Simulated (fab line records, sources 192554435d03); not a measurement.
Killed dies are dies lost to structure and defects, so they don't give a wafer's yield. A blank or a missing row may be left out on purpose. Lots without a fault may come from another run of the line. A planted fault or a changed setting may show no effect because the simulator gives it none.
Which tool did it? | flow n5_finfet | 11 lots, 33 wafers sampled, at 5 steps of a route of 1938

WHAT THE GAUGES READ, wafer by wafer
N5_MIM_TOP_LITHO_OVL_MEAS_11. Usual: MIM_TOP_OVL -1 nm, standard deviation 5.1.
lot  | measured     | on         | MIM_TOP_OVL (nm) | flag
L901 | day 11 18:34 | overlay-02 | -2 -8 -5         |
L899 | day 11 19:27 | overlay-01 | 4 5 6            |
L903 | day 12 18:19 | overlay-02 | 5 -5 -2          |
L905 | day 14 01:25 | overlay-01 | 1 3 0            |
L912 | day 15 09:10 | overlay-02 | 2 0 -2           |
L913 | day 15 12:35 | overlay-02 | -12 -10 -10      |
L915 | day 15 13:20 | overlay-02 | 4 5 5            |
L919 | day 16 15:27 | overlay-02 | -2 -12 -9        |
L918 | day 16 21:47 | overlay-01 | -1 -6 -2         |
L920 | day 17 01:05 | overlay-02 | -3 11 1          |
L922 | day 18 03:15 | overlay-01 | -1 -2 5          |

N5_PASSIVATION_INSPECT_61: inspects for defects (macro). Usual: raw_defect_count 2.2, standard deviation 1.4.
lot  | measured     | on                | raw_defect_count | flag
L901 | day 11 23:31 | defect_inspect-01 | 1 1 2            |
L899 | day 11 23:34 | defect_inspect-01 | 3 2 1            |
L903 | day 12 21:05 | defect_inspect-01 | 2 5 4            |
L905 | day 14 03:41 | defect_inspect-02 | 2 2 3            |
L912 | day 15 12:26 | defect_inspect-01 | 1 >300 2         |
L913 | day 15 16:12 | defect_inspect-01 | >300 2 1         |
L915 | day 15 15:49 | defect_inspect-02 | 1 4 3            |
L919 | day 16 17:43 | defect_inspect-01 | 3 0 4            |
L918 | day 17 00:47 | defect_inspect-01 | 5 0 3            |
L920 | day 17 03:17 | defect_inspect-02 | 5 1 3            |
L922 | day 18 05:56 | defect_inspect-01 | 1 1 1            |

WHICH TOOL RAN EACH LOT (tool, then ch and the chambers of the sampled wafers, then the start)
lot  | N5_MIM_TOP_ETCH_ETCH_00           | N5_MIM_BOT_ETCH_ETCH_00           | N5_PASSIVATION_PECVD_01
L901 | rie_metal-03 ch 0,1, day 11 18:42 | rie_metal-03 ch 0,1, day 11 20:03 | pecvd-02 ch 0,1,2, day 11 20:44
L899 | rie_metal-03 ch 0,1, day 11 19:35 | rie_metal-03 ch 0,1, day 11 20:37 | pecvd-04 ch 0,2, day 11 21:38
L903 | rie_metal-01 ch 0,1, day 12 18:35 | rie_metal-02 ch 0,1, day 12 19:47 | pecvd-01 ch 0,1,2, day 12 20:26
L905 | rie_metal-03 ch 0,1, day 14 01:34 | rie_metal-02 ch 0,1, day 14 02:31 | pecvd-02 ch 0,2, day 14 03:12
L912 | rie_metal-03 ch 0,1, day 15 09:35 | rie_metal-01 ch 0,1, day 15 10:28 | pecvd-01 ch 1,2, day 15 11:11
L913 | rie_metal-01 ch 0,1, day 15 12:44 | rie_metal-01 ch 1, day 15 13:50   | pecvd-01 ch 0,1,2, day 15 14:31
L915 | rie_metal-01 ch 0,1, day 15 13:32 | rie_metal-01 ch 0,1, day 15 14:26 | pecvd-04 ch 0,1, day 15 15:06
L919 | rie_metal-03 ch 0,1, day 16 15:36 | rie_metal-03 ch 0,1, day 16 16:29 | pecvd-02 ch 0,2, day 16 17:10
L918 | rie_metal-01 ch 0,1, day 16 22:11 | rie_metal-02 ch 0,1, day 16 23:05 | pecvd-04 ch 0,2, day 16 23:48
L920 | rie_metal-01 ch 0,1, day 17 01:14 | rie_metal-01 ch 0,1, day 17 02:10 | pecvd-04 ch 1,2, day 17 02:53
L922 | rie_metal-02 ch 1, day 18 03:23   | rie_metal-02 ch 1, day 18 04:29   | pecvd-04 ch 0,2, day 18 05:17
- N5_MIM_TOP_ETCH_ETCH_00: etches TiN in Cl2/BCl3, target depth 38.5 nm.
- N5_MIM_BOT_ETCH_ETCH_00: etches TiN in Cl2/BCl3, target depth 45.5 nm.
- N5_PASSIVATION_PECVD_01: deposits SiNx from SiH4/NH3/N2, target thk 200 nm, time 43.2 s.

WHAT THE TOOLS THEMSELVES READ (means of the sampled wafers that have a number; where no wafer has one, the mark that the record gives instead)
N5_MIM_TOP_ETCH_ETCH_00. Usual: drypump_motor_current_A 5.5 A, standard deviation 0.63; oes_product_au 0.78 a.u., standard deviation 0.054; throttle_valve_pct 22.60 %, standard deviation 0.21.
lot  | tool         | drypump_motor_current_A (A) | oes_product_au (a.u.) | throttle_valve_pct (%) | flag
L901 | rie_metal-03 | 5.7                         | 0.83                  | 22.52                  |
L899 | rie_metal-03 | 5.2                         | 0.85                  | 22.48                  |
L903 | rie_metal-01 | 5.8                         | 0.77                  | 22.61                  |
L905 | rie_metal-03 | 5.7                         | 0.81                  | 22.54                  |
L912 | rie_metal-03 | 5.7                         | 0.80                  | 22.53                  |
L913 | rie_metal-01 | 5.4                         | 0.73                  | 22.79                  |
L915 | rie_metal-01 | 5.7                         | 0.74                  | 22.62                  |
L919 | rie_metal-03 | 5.7                         | 0.80                  | 22.55                  |
L918 | rie_metal-01 | 5.7                         | 0.73                  | 22.62                  |
L920 | rie_metal-01 | 5.7                         | 0.73                  | 22.63                  |
L922 | rie_metal-02 | 5.2                         | 0.81                  | 22.75                  |

N5_MIM_BOT_ETCH_ETCH_00. Usual: drypump_motor_current_A 5.6 A, standard deviation 0.56; oes_product_au 0.78 a.u., standard deviation 0.05; throttle_valve_pct 21.83 %, standard deviation 0.2.
lot  | tool         | drypump_motor_current_A (A) | oes_product_au (a.u.) | throttle_valve_pct (%) | flag
L901 | rie_metal-03 | 5.2                         | 0.86                  | 21.69                  |
L899 | rie_metal-03 | 5.2                         | 0.85                  | 21.69                  |
L903 | rie_metal-02 | 5.7                         | 0.79                  | 21.74                  |
L905 | rie_metal-02 | 5.5                         | 0.80                  | 21.86                  |
L912 | rie_metal-01 | 5.4                         | 0.72                  | 22.02                  |
L913 | rie_metal-01 | 5.0                         | 0.70                  | 22.19                  |
L915 | rie_metal-01 | 5.4                         | 0.73                  | 22.02                  |
L919 | rie_metal-03 | 5.7                         | 0.80                  | 21.75                  |
L918 | rie_metal-02 | 5.8                         | 0.76                  | 21.77                  |
L920 | rie_metal-01 | 5.7                         | 0.74                  | 21.86                  |
L922 | rie_metal-02 | 5.2                         | 0.80                  | 21.98                  |

N5_PASSIVATION_PECVD_01. Usual: heater_power_w 397 W, standard deviation 130; showerhead_plenum_p_Torr 8.69 Torr, standard deviation 0.052; throttle_valve_pct 29.2 %, standard deviation 0.94.
lot  | tool     | heater_power_w (W) | showerhead_plenum_p_Torr (Torr) | throttle_valve_pct (%) | flag
L901 | pecvd-02 | 531                | 8.71                            | 29.2                   |
L899 | pecvd-04 | 353                | 8.70                            | 28.7                   |
L903 | pecvd-01 | 319                | 8.68                            | 29.1                   |
L905 | pecvd-02 | 582                | 8.69                            | 30.3                   |
L912 | pecvd-01 | 395                | 8.64                            | 30.1                   |
L913 | pecvd-01 | 346                | 8.68                            | 29.3                   |
L915 | pecvd-04 | 386                | 8.70                            | 28.7                   |
L919 | pecvd-02 | 453                | 8.73                            | 30.2                   |
L918 | pecvd-04 | 324                | 8.70                            | 29.0                   |
L920 | pecvd-04 | 422                | 8.68                            | 29.1                   |
L922 | pecvd-04 | 274                | 8.70                            | 29.0                   |

THE ANSWER, worked out from the rows above alone
Rule: a lot is off if the mean of its wafers that have a number lies more than 3 standard deviations from the usual mean. A lot without any number at a reading at which 4 lots or more have one is off too. The other lots that the step has rows for count as sound. The gauges are gone through in route order, then the tools' own readings, and for those a lot's mean is taken as printed above. The first step at which some lot is off is used, and at that step the reading that is off furthest; a lot without a number counts as furthest.
No lot is off at any reading shown: from this, nothing can be told.

WHAT THE SIMULATOR HAD PUT IN
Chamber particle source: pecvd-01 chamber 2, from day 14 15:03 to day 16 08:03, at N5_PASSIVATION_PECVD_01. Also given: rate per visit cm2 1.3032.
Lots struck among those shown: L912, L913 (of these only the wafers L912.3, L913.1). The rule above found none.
